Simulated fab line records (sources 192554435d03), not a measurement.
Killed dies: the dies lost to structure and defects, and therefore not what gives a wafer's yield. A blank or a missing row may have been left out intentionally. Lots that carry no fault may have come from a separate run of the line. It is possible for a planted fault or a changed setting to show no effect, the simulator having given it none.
Matching of chambers | flow n5-finfet | N5_MOL_CONTACT_COAG_STRIP_72 on rie-diel-02: 4 sister chambers
The step strips in N2/H2. 18 wafers are shown with their chamber, then 9 later ones without.

== WAFERS PAIRED WITH THEIR CHAMBERS ==
wafer  | chamber | drypump-motor-current-A (A) | throttle-valve-pct (%) | showerhead-plenum-p-Torr (Torr)
L074.4 | 2       | 5.5                         | 23.81                  | 2.49
L074.5 | 1       | 4.9                         | 23.33                  | 2.58
L074.6 | 0       | 6.3                         | 23.70                  | 2.39
L077.1 | 1       | 4.9                         | 23.40                  | 2.58
L077.2 | 0       | 6.2                         | 23.70                  | 2.39
L077.6 | 3       | 4.7                         | 23.55                  | 2.53
L081.3 | 1       | 4.9                         | 23.39                  | 2.57
L081.5 | 1       | 4.9                         | 23.38                  | 2.57
L081.6 | 3       | 4.7                         | 23.52                  | 2.52
L082.1 | 3       | 4.7                         | 23.54                  | 2.52
L082.4 | 2       | 5.5                         | 23.55                  | 2.49
L082.5 | 3       | 4.7                         | 23.57                  | 2.52
L087.1 | 3       | 4.7                         | 23.58                  | 2.52
L087.2 | 2       | 5.5                         | 23.54                  | 2.49
L087.3 | 0       | 6.2                         | 23.35                  | 2.71
L088.1 | 0       | 6.2                         | 23.34                  | 2.71
L088.2 | 3       | 4.7                         | 23.56                  | 2.52
L088.6 | 3       | 4.7                         | 23.54                  | 2.52

SIGNATURES (averages over the wafers above)
reading                  | chamber 0 | chamber 1 | chamber 2 | chamber 3 | scatter within a chamber
drypump-motor-current-A  | 6.225     | 4.900     | 5.500     | 4.700     | 0.0231
throttle-valve-pct       | 23.5225   | 23.3750   | 23.6333   | 23.5514   | 0.113
showerhead-plenum-p-Torr | 2.5500    | 2.5750    | 2.4900    | 2.5214    | 0.0856
Rule: for each reading, subtract the chamber's mean from the wafer's reading, divide by that reading's scatter and square the result; add these up over the readings and take the root, which gives the wafer's distance from the chamber. The wafer belongs to the nearest chamber; if the next one is less than 2 further off, it can't be placed. The scatter: take each reading less its chamber's mean, square it, sum over the shown wafers, divide by the number of wafers less the number of chambers, and take the root.

== WAFERS WITHOUT THEIR CHAMBER ==
wafer  | drypump-motor-current-A (A) | throttle-valve-pct (%) | showerhead-plenum-p-Torr (Torr)
L091.1 | 6.3                         | 23.38                  | 2.70
L091.2 | 5.5                         | 23.51                  | 2.48
L091.3 | 4.7                         | 23.55                  | 2.52
L094.4 | 6.2                         | 23.37                  | 2.70
L094.5 | 5.5                         | 23.54                  | 2.48
L094.6 | 4.7                         | 23.60                  | 2.51
L095.1 | 4.7                         | 23.59                  | 2.51
L095.4 | 6.2                         | 23.37                  | 2.70
L095.5 | 4.7                         | 23.61                  | 2.51

== WHICH CHAMBER EACH ONE RAN IN ==
wafer  | from the rows above | in truth
L091.1 | 0                   | 0
L091.2 | 2                   | 2
L091.3 | 3                   | 3
L094.4 | 0                   | 0
L094.5 | 2                   | 2
L094.6 | 3                   | 3
L095.1 | 3                   | 3
L095.4 | 0                   | 0
L095.5 | 3                   | 3
Correct placement for 9 of the 9. Not placeable from these rows: 0. Wrongly placed: 0.
